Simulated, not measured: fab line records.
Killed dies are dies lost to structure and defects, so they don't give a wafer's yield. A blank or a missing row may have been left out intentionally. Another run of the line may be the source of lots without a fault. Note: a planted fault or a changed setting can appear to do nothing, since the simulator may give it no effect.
Chamber matching | flow n5Finfet | N5_FIN_SAQP_STRIP_70 on rieDiel-06: 4 sister chambers
The step strips in N2/H2. 16 wafers are shown with their chamber, then 8 later ones without.

WAFERS, EACH WITH ITS CHAMBER
wafer  | chamber | drypumpMotorCurrentA (A) | throttleValvePct (%) | showerheadPlenumPTorr (Torr)
L074.2 | 0       | 5.7                      | 18.4                 | 3.51
L074.4 | 3       | 5.3                      | 19.2                 | 3.44
L074.5 | 3       | 5.3                      | 19.1                 | 3.44
L075.1 | 2       | 5.4                      | 18.7                 | 3.38
L075.3 | 1       | 6.5                      | 19.3                 | 3.48
L075.5 | 2       | 5.4                      | 18.7                 | 3.38
L079.3 | 0       | 5.7                      | 18.4                 | 3.51
L079.4 | 2       | 5.4                      | 18.7                 | 3.37
L079.6 | 1       | 6.5                      | 19.4                 | 3.47
L080.1 | 2       | 5.4                      | 18.7                 | 3.37
L080.2 | 1       | 6.5                      | 19.4                 | 3.47
L080.6 | 2       | 5.4                      | 18.7                 | 3.37
L082.2 | 0       | 5.8                      | 18.4                 | 3.51
L082.5 | 0       | 5.7                      | 18.4                 | 3.51
L082.6 | 1       | 6.5                      | 19.4                 | 3.47
L085.1 | 0       | 5.7                      | 18.4                 | 3.50

SIGNATURES, as means of the wafers listed above
reading               | chamber 0 | chamber 1 | chamber 2 | chamber 3 | scatter within a chamber
drypumpMotorCurrentA  | 5.720     | 6.500     | 5.400     | 5.300     | 0.0258
throttleValvePct      | 18.400    | 19.375    | 18.700    | 19.150    | 0.0323
showerheadPlenumPTorr | 3.5080    | 3.4725    | 3.3740    | 3.4400    | 0.00479
Rule: for each reading, subtract the chamber's mean from the wafer's reading, divide by that reading's scatter and square the result; add these up over the readings and take the root, which gives the wafer's distance from the chamber. If the next closest chamber is less than 2 further off than the closest, the wafer can't be placed; otherwise it belongs to the closest. The scatter: the root of (the sum of the squares of (reading less its chamber's mean) over the shown wafers, divided by (wafers less chambers)).

WAFERS WHOSE CHAMBER IS MISSING
wafer  | drypumpMotorCurrentA (A) | throttleValvePct (%) | showerheadPlenumPTorr (Torr)
L085.2 | 5.4                      | 18.8                 | 3.36
L085.6 | 6.5                      | 19.4                 | 3.47
L086.4 | 5.8                      | 18.4                 | 3.50
L086.5 | 5.4                      | 18.7                 | 3.36
L086.6 | 6.6                      | 19.4                 | 3.47
L087.1 | 5.4                      | 18.7                 | 3.36
L087.3 | 6.5                      | 19.4                 | 3.47
L087.5 | 5.3                      | 18.7                 | 3.42

WHICH CHAMBER EACH ONE RAN IN
wafer  | from the rows above | in truth
L085.2 | 2                   | 2
L085.6 | 1                   | 1
L086.4 | 0                   | 0
L086.5 | 2                   | 2
L086.6 | 1                   | 1
L087.1 | 2                   | 2
L087.3 | 1                   | 1
L087.5 | 2                   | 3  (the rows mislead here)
Correct placement for 7 of the 8. Number that these rows cannot place: 0. 1 placed wrongly.
